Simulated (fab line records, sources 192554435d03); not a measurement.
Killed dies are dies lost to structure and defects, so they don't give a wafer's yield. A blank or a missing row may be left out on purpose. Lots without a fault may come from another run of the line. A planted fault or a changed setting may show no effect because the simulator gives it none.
Which tool did it? | flow n5_finfet | 24 lots, 72 wafers sampled, at 6 steps of a route of 1938

WHAT THE GAUGES READ, wafer by wafer
N5_BEOL_M0_SAQP_CD_MEAS_29: target cd 14.4 nm. Usual: cd_nm 15.05 nm, standard deviation 0.23.
lot  | measured     | on        | cd_nm (nm)        | flag
L074 | day 5 19:01  | cd_sem-02 | 14.71 15.27 15.13 |
L075 | day 5 22:25  | cd_sem-02 | 15.05 14.73 15.14 |
L077 | day 6 06:26  | cd_sem-02 | 14.82 15.13 14.97 |
L078 | day 6 18:35  | cd_sem-02 | 15.09 14.96 15.37 |
L079 | day 6 23:23  | cd_sem-01 | 15.02 15.05 15.58 |
L080 | day 7 03:16  | cd_sem-03 | 14.36 15.16 14.99 |
L081 | day 7 09:55  | cd_sem-02 | 15.10 14.55 14.67 |
L082 | day 7 16:49  | cd_sem-02 | 14.99 15.03 15.13 |
L083 | day 7 22:01  | cd_sem-02 | 15.08 15.08 15.19 |
L084 | day 8 05:55  | cd_sem-03 | 14.97 14.64 14.85 |
L085 | day 8 11:40  | cd_sem-02 | 15.31 14.99 15.35 |
L086 | day 8 14:06  | cd_sem-01 | 14.85 15.37 15.15 |
L087 | day 8 19:49  | cd_sem-01 | 14.82 15.15 15.08 |
L088 | day 9 00:20  | cd_sem-03 | 15.43 15.30 15.04 |
L089 | day 9 05:34  | cd_sem-03 | 14.95 15.08 15.54 |
L090 | day 9 15:34  | cd_sem-01 | 14.83 15.02 14.97 |
L091 | day 9 19:41  | cd_sem-02 | 15.31 14.84 14.64 |
L092 | day 10 03:02 | cd_sem-01 | 15.11 15.03 15.11 |
L093 | day 10 12:29 | cd_sem-03 | 15.47 14.77 14.93 |
L076 | day 10 15:37 | cd_sem-03 | 15.06 14.89 15.26 |
L094 | day 10 19:48 | cd_sem-03 | 14.98 14.67 14.87 |
L095 | day 11 05:01 | cd_sem-02 | 15.20 15.06 15.50 |
L097 | day 11 08:53 | cd_sem-01 | 15.16 14.72 14.95 |
L096 | day 11 13:11 | cd_sem-01 | 15.46 15.09 14.75 |

WHICH TOOL RAN EACH LOT (tool, then ch and the chambers of the sampled wafers, then the start)
lot  | N5_MOL_CONTACT_COAG_STRIP_96       | N5_BEOL_M0_SAQP_ILD_DEP_01      | N5_BEOL_M0_SAQP_HM_DEP_02    | N5_BEOL_M0_SAQP_PECVD_04        | N5_BEOL_M0_SAQP_SPACER1_ETCHBACK_99
L074 | rie_diel-03 ch 0,1, day 5 08:25    | pecvd-02 ch 0,2, day 5 14:33    | pvd_sputter-02, day 5 14:55  | pecvd-03 ch 1,2, day 5 15:09    | rie_diel-04 ch 0,1,3, day 5 17:04
L075 | rie_diel-06 ch 1,3, day 5 11:04    | pecvd-03 ch 0,1, day 5 17:34    | pvd_sputter-02, day 5 18:02  | pecvd-03 ch 0,2, day 5 18:16    | rie_diel-05 ch 0,1,2, day 5 20:26
L077 | rie_diel-01 ch 1,2,3, day 5 19:32  | pecvd-02 ch 0,1,2, day 6 01:24  | pvd_sputter-02, day 6 02:13  | pecvd-04 ch 0,1, day 6 02:26    | rie_diel-05 ch 0,2,3, day 6 04:28
L078 | rie_diel-06 ch 0,2,3, day 6 07:17  | pecvd-04 ch 0,1, day 6 13:13    | pvd_sputter-01, day 6 14:25  | pecvd-03 ch 1,2, day 6 14:39    | rie_diel-04 ch 0,1, day 6 16:35
L079 | rie_diel-03 ch 0,2, day 6 11:25    | pecvd-04 ch 0,1, day 6 17:16    | pvd_sputter-03, day 6 18:16  | pecvd-04 ch 0,1,2, day 6 18:30  | rie_diel-04 ch 0,3, day 6 21:25
L080 | rie_diel-01 ch 0,1,3, day 6 15:22  | pecvd-03 ch 0,1, day 6 21:04    | pvd_sputter-02, day 6 21:46  | pecvd-02 ch 0,2, day 6 22:04    | rie_diel-02 ch 0,2,3, day 7 00:19
L081 | rie_diel-06 ch 0,2,3, day 6 22:37  | pecvd-04 ch 0,1, day 7 05:07    | pvd_sputter-01, day 7 05:32  | pecvd-02 ch 0,2, day 7 05:52    | rie_diel-02 ch 0,2,3, day 7 07:57
L082 | rie_diel-06 ch 0,1, day 7 05:17    | pecvd-04 ch 0,1, day 7 11:24    | pvd_sputter-03, day 7 12:11  | pecvd-03 ch 0,1,2, day 7 12:26  | rie_diel-05 ch 0,2, day 7 14:51
L083 | rie_diel-06 ch 0,3, day 7 08:20    | pecvd-03 ch 0,1,2, day 7 14:22  | pvd_sputter-02, day 7 16:16  | pecvd-03 ch 0,1, day 7 16:30    | rie_diel-05 ch 2,3, day 7 18:40
L084 | rie_diel-01 ch 0,1, day 7 16:21    | pecvd-02 ch 0,1,2, day 7 22:56  | pvd_sputter-02, day 8 01:37  | pecvd-03 ch 0,2, day 8 01:52    | rie_diel-02 ch 1,2,3, day 8 03:55
L085 | rie_diel-01 ch 0,1,2, day 7 23:46  | pecvd-04 ch 0,2, day 8 05:33    | pvd_sputter-01, day 8 06:56  | pecvd-03 ch 0,2, day 8 07:10    | rie_diel-02 ch 2,3, day 8 09:13
L086 | rie_diel-06 ch 0,2,3, day 8 01:45  | pecvd-04 ch 0,1,2, day 8 08:32  | pvd_sputter-02, day 8 09:04  | pecvd-02 ch 0,1,2, day 8 09:18  | rie_diel-02 ch 1,2,3, day 8 11:32
L087 | rie_diel-06 ch 1,3, day 8 06:46    | pecvd-02 ch 1,2, day 8 12:58    | pvd_sputter-02, day 8 13:26  | pecvd-03 ch 0,1, day 8 13:40    | rie_diel-02 ch 0,2,3, day 8 16:50
L088 | rie_diel-01 ch 0,1, day 8 11:56    | pecvd-02 ch 0,1,2, day 8 18:13  | pvd_sputter-01, day 8 19:53  | pecvd-03 ch 0,1, day 8 20:08    | rie_diel-04 ch 1,3, day 8 22:22
L089 | rie_diel-01 ch 0,2,3, day 8 18:47  | pecvd-04 ch 0,1,2, day 9 00:47  | pvd_sputter-03, day 9 01:14  | pecvd-02 ch 1,2, day 9 01:28    | rie_diel-05 ch 1,3, day 9 03:31
L090 | rie_diel-03 ch 1,2,3, day 9 03:20  | pecvd-04 ch 0,1, day 9 09:10    | pvd_sputter-03, day 9 09:57  | pecvd-03 ch 0,2, day 9 10:11    | rie_diel-04 ch 2,3, day 9 13:04
L091 | rie_diel-03 ch 1,3, day 9 09:03    | pecvd-03 ch 0,1, day 9 14:53    | pvd_sputter-03, day 9 15:04  | pecvd-02 ch 1,2, day 9 15:18    | rie_diel-02 ch 0,2,3, day 9 17:41
L092 | rie_diel-01 ch 1,2, day 9 14:16    | pecvd-02 ch 1,2, day 9 22:13    | pvd_sputter-01, day 9 22:38  | pecvd-04 ch 1,2, day 9 22:52    | rie_diel-04 ch 2,3, day 10 01:04
L093 | rie_diel-06 ch 1,2, day 10 02:03   | pecvd-03 ch 0,1, day 10 08:05   | pvd_sputter-02, day 10 08:17 | pecvd-04 ch 1,2, day 10 08:31   | rie_diel-04 ch 0,2,3, day 10 10:31
L076 | rie_diel-01 ch 0,1, day 10 03:39   | pecvd-02 ch 1,2, day 10 11:04   | pvd_sputter-03, day 10 11:16 | pecvd-03 ch 0,1, day 10 11:33   | rie_diel-02 ch 1,2,3, day 10 13:38
L094 | rie_diel-01 ch 0,1,3, day 10 08:38 | pecvd-04 ch 0,1,2, day 10 14:25 | pvd_sputter-03, day 10 14:53 | pecvd-04 ch 0,1,2, day 10 15:10 | rie_diel-02 ch 1,2, day 10 17:46
L095 | rie_diel-01 ch 1,2,3, day 10 15:25 | pecvd-04 ch 0,1, day 10 22:10   | pvd_sputter-01, day 11 00:07 | pecvd-04 ch 1,2, day 11 00:21   | rie_diel-05 ch 0,3, day 11 02:25
L097 | rie_diel-03 ch 1,2, day 10 21:13   | pecvd-02 ch 0,1,2, day 11 03:19 | pvd_sputter-01, day 11 04:17 | pecvd-02 ch 0,1, day 11 04:32   | rie_diel-04 ch 2,3, day 11 06:34
L096 | rie_diel-03 ch 0,2,3, day 11 00:14 | pecvd-03 ch 0,1, day 11 07:26   | pvd_sputter-02, day 11 08:10 | pecvd-03 ch 1,2, day 11 08:25   | rie_diel-04 ch 0,2, day 11 11:09
- N5_MOL_CONTACT_COAG_STRIP_96: strips in N2/H2.
- N5_BEOL_M0_SAQP_ILD_DEP_01: deposits SiOC from DEMS/O2, target thk 45.419 nm, time 8.7 s.
- N5_BEOL_M0_SAQP_HM_DEP_02: deposits TiN, target thk 12 nm.
- N5_BEOL_M0_SAQP_PECVD_04: deposits a-Si from SiH4/He, target thk 60 nm, time 60.2 s.
- N5_BEOL_M0_SAQP_SPACER1_ETCHBACK_99: etches SiO2 in CHF3/O2, target depth 15.4 nm, time 7.7 s.

WHAT THE TOOLS THEMSELVES READ (means of the sampled wafers that have a number; where no wafer has one, the mark that the record gives instead)
N5_MOL_CONTACT_COAG_STRIP_96. Usual: drypump_motor_current_A 5.60 A, standard deviation 0.29; oes_product_au 0.78 a.u., standard deviation 0.072; rf_vpp_V 122.3 V, standard deviation 1.1; showerhead_plenum_p_Torr 3.41 Torr, standard deviation 0.092; throttle_valve_pct 19.0 %, standard deviation 0.47.
lot  | tool        | drypump_motor_current_A (A) | oes_product_au (a.u.) | rf_vpp_V (V) | showerhead_plenum_p_Torr (Torr) | throttle_valve_pct (%) | flag
L074 | rie_diel-03 | 5.46                        | 0.74                  | 122.6        | 3.40                            | 18.7                   |
L075 | rie_diel-06 | 5.46                        | 0.72                  | 123.0        | 3.47                            | 19.4                   |
L077 | rie_diel-01 | 5.55                        | 0.80                  | 122.2        | 3.43                            | 19.2                   |
L078 | rie_diel-06 | 5.52                        | 0.80                  | 121.4        | 3.39                            | 19.0                   |
L079 | rie_diel-03 | 5.95                        | 0.73                  | 122.1        | 3.35                            | 18.6                   |
L080 | rie_diel-01 | 5.56                        | 0.85                  | 123.1        | 3.46                            | 18.8                   |
L081 | rie_diel-06 | 5.52                        | 0.80                  | 121.9        | 3.39                            | 19.0                   |
L082 | rie_diel-06 | 5.82                        | 0.80                  | 121.5        | 3.32                            | 18.6                   |
L083 | rie_diel-06 | 5.66                        | 0.80                  | 121.6        | 3.34                            | 18.9                   |
L084 | rie_diel-01 | 5.66                        | 0.83                  | 123.9        | 3.55                            | 18.8                   |
L085 | rie_diel-01 | 5.65                        | 0.76                  | 122.5        | 3.51                            | 19.2                   |
L086 | rie_diel-06 | 5.52                        | 0.79                  | 122.3        | 3.38                            | 19.0                   |
L087 | rie_diel-06 | 5.49                        | 0.70                  | 122.8        | 3.45                            | 19.5                   |
L088 | rie_diel-01 | 5.65                        | 0.82                  | 122.5        | 3.54                            | 18.8                   |
L089 | rie_diel-01 | 5.65                        | 0.81                  | 122.0        | 3.44                            | 19.1                   |
L090 | rie_diel-03 | 5.73                        | 0.74                  | 121.5        | 3.35                            | 18.8                   |
L091 | rie_diel-03 | 5.37                        | 0.75                  | 120.6        | 3.36                            | 19.0                   |
L092 | rie_diel-01 | 5.64                        | 0.70                  | 123.6        | 3.47                            | 19.5                   |
L093 | rie_diel-06 | 5.57                        | 0.76                  | 122.8        | 3.40                            | 18.9                   |
L076 | rie_diel-01 | 5.57                        | 0.77                  | 122.5        | 3.51                            | 18.9                   |
L094 | rie_diel-01 | 5.59                        | 0.82                  | 122.4        | 3.44                            | 18.9                   |
L095 | rie_diel-01 | 5.56                        | 0.75                  | 121.3        | 3.41                            | 19.3                   |
L097 | rie_diel-03 | 6.13                        | 0.72                  | 122.0        | 3.32                            | 18.6                   |
L096 | rie_diel-03 | 5.59                        | 0.78                  | 122.1        | 3.35                            | 18.7                   |

N5_BEOL_M0_SAQP_ILD_DEP_01. Usual: heater_power_outer_w 256 W, standard deviation 46; heater_power_w 495 W, standard deviation 62; showerhead_plenum_p_Torr 5.690 Torr, standard deviation 0.0092; throttle_valve_pct 11.6 %, standard deviation 0.45.
lot  | tool     | heater_power_outer_w (W) | heater_power_w (W) | showerhead_plenum_p_Torr (Torr) | throttle_valve_pct (%) | flag
L074 | pecvd-02 | 224                      | 429                | 5.682                           | 11.4                   |
L075 | pecvd-03 | 203                      | 440                | 5.683                           | 11.8                   |
L077 | pecvd-02 | 237                      | 459                | 5.682                           | 11.6                   |
L078 | pecvd-04 | 316                      | 601                | 5.700                           | 11.6                   |
L079 | pecvd-04 | 247                      | 506                | 5.696                           | 11.6                   |
L080 | pecvd-03 | 212                      | 454                | 5.695                           | 11.8                   |
L081 | pecvd-04 | 300                      | 581                | 5.689                           | 12.0                   |
L082 | pecvd-04 | 289                      | 572                | 5.692                           | 11.8                   |
L083 | pecvd-03 | 241                      | 469                | 5.680                           | 11.6                   |
L084 | pecvd-02 | 254                      | 477                | 5.693                           | 11.6                   |
L085 | pecvd-04 | 263                      | 528                | 5.682                           | 11.6                   |
L086 | pecvd-04 | 272                      | 522                | 5.687                           | 11.4                   |
L087 | pecvd-02 | 211                      | 432                | 5.693                           | 11.6                   |
L088 | pecvd-02 | 252                      | 469                | 5.683                           | 11.4                   |
L089 | pecvd-04 | 273                      | 520                | 5.699                           | 11.6                   |
L090 | pecvd-04 | 278                      | 557                | 5.702                           | 11.8                   |
L091 | pecvd-03 | 227                      | 477                | 5.686                           | 11.8                   |
L092 | pecvd-02 | 198                      | 407                | 5.695                           | 11.6                   |
L093 | pecvd-03 | 252                      | 484                | 5.693                           | 12.2                   |
L076 | pecvd-02 | 219                      | 441                | 5.686                           | 11.9                   |
L094 | pecvd-04 | 277                      | 533                | 5.689                           | 11.4                   |
L095 | pecvd-04 | 267                      | 539                | 5.700                           | 11.7                   |
L097 | pecvd-02 | 253                      | 484                | 5.690                           | 11.7                   |
L096 | pecvd-03 | 246                      | 470                | 5.684                           | 12.1                   |

N5_BEOL_M0_SAQP_HM_DEP_02. Usual: throttle_valve_pct 29.7 %, standard deviation 1.2.
lot  | tool           | throttle_valve_pct (%) | flag
L074 | pvd_sputter-02 | 29.8                   |
L075 | pvd_sputter-02 | 30.3                   |
L077 | pvd_sputter-02 | 30.4                   |
L078 | pvd_sputter-01 | 30.1                   |
L079 | pvd_sputter-03 | 30.0                   |
L080 | pvd_sputter-02 | 30.2                   |
L081 | pvd_sputter-01 | 30.8                   |
L082 | pvd_sputter-03 | 27.9                   |
L083 | pvd_sputter-02 | 30.4                   |
L084 | pvd_sputter-02 | 30.3                   |
L085 | pvd_sputter-01 | 28.9                   |
L086 | pvd_sputter-02 | 30.3                   |
L087 | pvd_sputter-02 | 29.7                   |
L088 | pvd_sputter-01 | 29.8                   |
L089 | pvd_sputter-03 | 27.9                   |
L090 | pvd_sputter-03 | 28.7                   |
L091 | pvd_sputter-03 | 28.3                   |
L092 | pvd_sputter-01 | 30.7                   |
L093 | pvd_sputter-02 | 29.7                   |
L076 | pvd_sputter-03 | 28.2                   |
L094 | pvd_sputter-03 | 28.6                   |
L095 | pvd_sputter-01 | 30.9                   |
L097 | pvd_sputter-01 | 30.8                   |
L096 | pvd_sputter-02 | 29.6                   |

N5_BEOL_M0_SAQP_PECVD_04. Usual: heater_power_outer_w 356 W, standard deviation 44; heater_power_w 623 W, standard deviation 54; showerhead_plenum_p_Torr 5.649 Torr, standard deviation 0.019; throttle_valve_pct 17.7 %, standard deviation 0.7.
lot  | tool     | heater_power_outer_w (W) | heater_power_w (W) | showerhead_plenum_p_Torr (Torr) | throttle_valve_pct (%) | flag
L074 | pecvd-03 | 329                      | 611                | 5.645                           | 17.3                   |
L075 | pecvd-03 | 376                      | 627                | 5.633                           | 18.0                   |
L077 | pecvd-04 | 378                      | 675                | 5.667                           | 17.6                   |
L078 | pecvd-03 | 328                      | 603                | 5.643                           | 17.5                   |
L079 | pecvd-04 | 423                      | 708                | 5.659                           | 17.9                   |
L080 | pecvd-02 | 361                      | 602                | 5.655                           | 17.0                   |
L081 | pecvd-02 | 383                      | 632                | 5.652                           | 17.0                   |
L082 | pecvd-03 | 342                      | 617                | 5.646                           | 17.8                   |
L083 | pecvd-03 | 331                      | 620                | 5.653                           | 17.9                   |
L084 | pecvd-03 | 380                      | 640                | 5.624                           | 17.6                   |
L085 | pecvd-03 | 347                      | 597                | 5.621                           | 17.7                   |
L086 | pecvd-02 | 342                      | 593                | 5.661                           | 17.7                   |
L087 | pecvd-03 | 321                      | 598                | 5.654                           | 17.8                   |
L088 | pecvd-03 | 331                      | 615                | 5.654                           | 18.0                   |
L089 | pecvd-02 | 287                      | 524                | 5.649                           | 17.6                   |
L090 | pecvd-03 | 376                      | 642                | 5.637                           | 18.1                   |
L091 | pecvd-02 | 319                      | 565                | 5.659                           | 17.8                   |
L092 | pecvd-04 | 411                      | 700                | 5.666                           | 17.1                   |
L093 | pecvd-04 | 350                      | 614                | 5.654                           | 17.1                   |
L076 | pecvd-03 | 328                      | 603                | 5.650                           | 17.9                   |
L094 | pecvd-04 | 374                      | 656                | 5.666                           | 17.6                   |
L095 | pecvd-04 | 417                      | 710                | 5.667                           | 17.1                   |
L097 | pecvd-02 | 340                      | 595                | 5.650                           | 18.3                   |
L096 | pecvd-03 | 335                      | 613                | 5.640                           | 16.9                   |

N5_BEOL_M0_SAQP_SPACER1_ETCHBACK_99. Usual: drypump_motor_current_A 5.5 A, standard deviation 0.37; oes_f_703_au 0.78 a.u., standard deviation 0.083; oes_o_777_au 0.78 a.u., standard deviation 0.077; oes_product_au 0.79 a.u., standard deviation 0.084; rf_vpp_V 530 V, standard deviation 12; showerhead_plenum_p_Torr 2.46 Torr, standard deviation 0.076; throttle_valve_pct 19.03 %, standard deviation 0.17.
lot  | tool        | drypump_motor_current_A (A) | oes_f_703_au (a.u.) | oes_o_777_au (a.u.) | oes_product_au (a.u.) | rf_vpp_V (V) | showerhead_plenum_p_Torr (Torr) | throttle_valve_pct (%) | flag
L074 | rie_diel-04 | 5.3                         | 0.73                | 0.74                | 0.74                  | 537          | 2.47                            | 18.94                  |
L075 | rie_diel-05 | 5.6                         | 0.76                | 0.77                | 0.76                  | 522          | 2.40                            | 19.13                  |
L077 | rie_diel-05 | 5.4                         | 0.74                | 0.73                | 0.73                  | 522          | 2.37                            | 19.15                  |
L078 | rie_diel-04 | 5.3                         | 0.74                | 0.77                | 0.75                  | 539          | 2.51                            | 18.80                  |
L079 | rie_diel-04 | 5.4                         | 0.71                | 0.71                | 0.70                  | 536          | 2.42                            | 19.03                  |
L080 | rie_diel-02 | 5.7                         | 0.83                | 0.83                | 0.83                  | 528          | 2.52                            | 18.95                  |
L081 | rie_diel-02 | 5.7                         | 0.82                | 0.82                | 0.83                  | 528          | 2.52                            | 18.96                  |
L082 | rie_diel-05 | 5.2                         | 0.70                | 0.71                | 0.70                  | 525          | 2.42                            | 19.33                  |
L083 | rie_diel-05 | 5.4                         | 0.75                | 0.75                | 0.75                  | 518          | 2.32                            | 19.00                  |
L084 | rie_diel-02 | 5.8                         | 0.85                | 0.84                | 0.86                  | 529          | 2.52                            | 19.02                  |
L085 | rie_diel-02 | 5.7                         | 0.87                | 0.86                | 0.87                  | 528          | 2.56                            | 18.91                  |
L086 | rie_diel-02 | 5.8                         | 0.85                | 0.84                | 0.85                  | 530          | 2.52                            | 19.02                  |
L087 | rie_diel-02 | 5.6                         | 0.81                | 0.81                | 0.82                  | 528          | 2.51                            | 18.97                  |
L088 | rie_diel-04 | 5.3                         | 0.70                | 0.69                | 0.69                  | 533          | 2.42                            | 19.11                  |
L089 | rie_diel-05 | 5.7                         | 0.76                | 0.76                | 0.77                  | 528          | 2.36                            | 18.99                  |
L090 | rie_diel-04 | 5.2                         | 0.75                | 0.74                | 0.76                  | 533          | 2.40                            | 19.15                  |
L091 | rie_diel-02 | 5.7                         | 0.80                | 0.80                | 0.82                  | 528          | 2.51                            | 18.99                  |
L092 | rie_diel-04 | 5.1                         | 0.81                | 0.81                | 0.83                  | 536          | 2.43                            | 19.09                  |
L093 | rie_diel-04 | 5.3                         | 0.75                | 0.76                | 0.77                  | 536          | 2.44                            | 19.03                  |
L076 | rie_diel-02 | 5.8                         | 0.83                | 0.82                | 0.84                  | 530          | 2.51                            | 19.03                  |
L094 | rie_diel-02 | 5.8                         | 0.77                | 0.77                | 0.79                  | 540          | 2.48                            | 19.06                  |
L095 | rie_diel-05 | 5.2                         | 0.79                | 0.79                | 0.80                  | 530          | 2.37                            | 19.06                  |
L097 | rie_diel-04 | 5.3                         | 0.73                | 0.73                | 0.73                  | 534          | 2.40                            | 19.17                  |
L096 | rie_diel-04 | 5.3                         | 0.77                | 0.78                | 0.78                  | 540          | 2.48                            | 18.89                  |

THE ANSWER, worked out from the rows above alone
Rule: a lot is off if the mean of its wafers that have a number lies more than 3 standard deviations from the usual mean. A lot without any number at a reading at which 4 lots or more have one is off too. The other lots that the step has rows for count as sound. The gauges are gone through in route order, then the tools' own readings, and for those a lot's mean is taken as printed above. The first step at which some lot is off is used, and at that step the reading that is off furthest; a lot without a number counts as furthest.
No lot is off at any reading shown: from this, nothing can be told.

WHAT THE SIMULATOR HAD PUT IN
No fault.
